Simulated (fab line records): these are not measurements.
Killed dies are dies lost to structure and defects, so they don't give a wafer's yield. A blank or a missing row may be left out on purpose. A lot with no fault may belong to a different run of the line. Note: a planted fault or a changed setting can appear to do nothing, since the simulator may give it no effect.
The same fault as seen by 2 desks    flow n5-finfet    what lay behind the numbers comes last; until then each desk has only its own

## THE TOOL OWNER'S DESK: pecvd-01
The tool's own readings at N5_BEOL_M12_DEP_53 (deposits SiCN from 3MS/NH3, target thk 30 nm, time 10.5 s): means of the sampled wafers that have a number, for each lot that ran on this tool. Any lot whose mean is over 4 standard deviations away from the usual mean is out of limits and marked OUT; that distance is given in the brackets.
Columns: A = showerhead-plenum-p-Torr at N5_BEOL_M12_DEP_53, usual 4.162 Torr; B = throttle-valve-pct at N5_BEOL_M12_DEP_53, usual 18.0 %
lot   first seen here  A      B
L430  day 13 10:40     4.146  18.1
L442  day 16 03:32     4.143  17.7
Finding of this desk: none of the 2 lots has anything out of limits.

## THE METROLOGY DESK
What the gauges read, lot by lot, whatever tool the lot ran on: means of the sampled wafers that have a number. Any lot whose mean is over 4 standard deviations away from the usual mean is out of limits and marked OUT; that distance is given in the brackets.
Columns: A = M12_THK at N5_BEOL_M12_THK_MEAS_50, usual 321 nm; B = M12_RS at N5_BEOL_M12_RS_MEAS_54, usual 0.0593 ohm/sq
lot   first seen here  A    B
L429  day 12 20:28     321  0.0596
L430  day 13 10:35     322  0.0588
L434  day 14 14:36     316  0.0597
L442  day 16 03:28     322  0.0584
L445  day 17 20:28     326  0.0595
Finding of this desk: none of the 5 lots has anything out of limits.

## PUT TOGETHER
The tool owner's desk saw nothing out of limits.
Nothing out of limits was seen by the metrology desk.

## WHAT THE SIMULATOR PUT IN
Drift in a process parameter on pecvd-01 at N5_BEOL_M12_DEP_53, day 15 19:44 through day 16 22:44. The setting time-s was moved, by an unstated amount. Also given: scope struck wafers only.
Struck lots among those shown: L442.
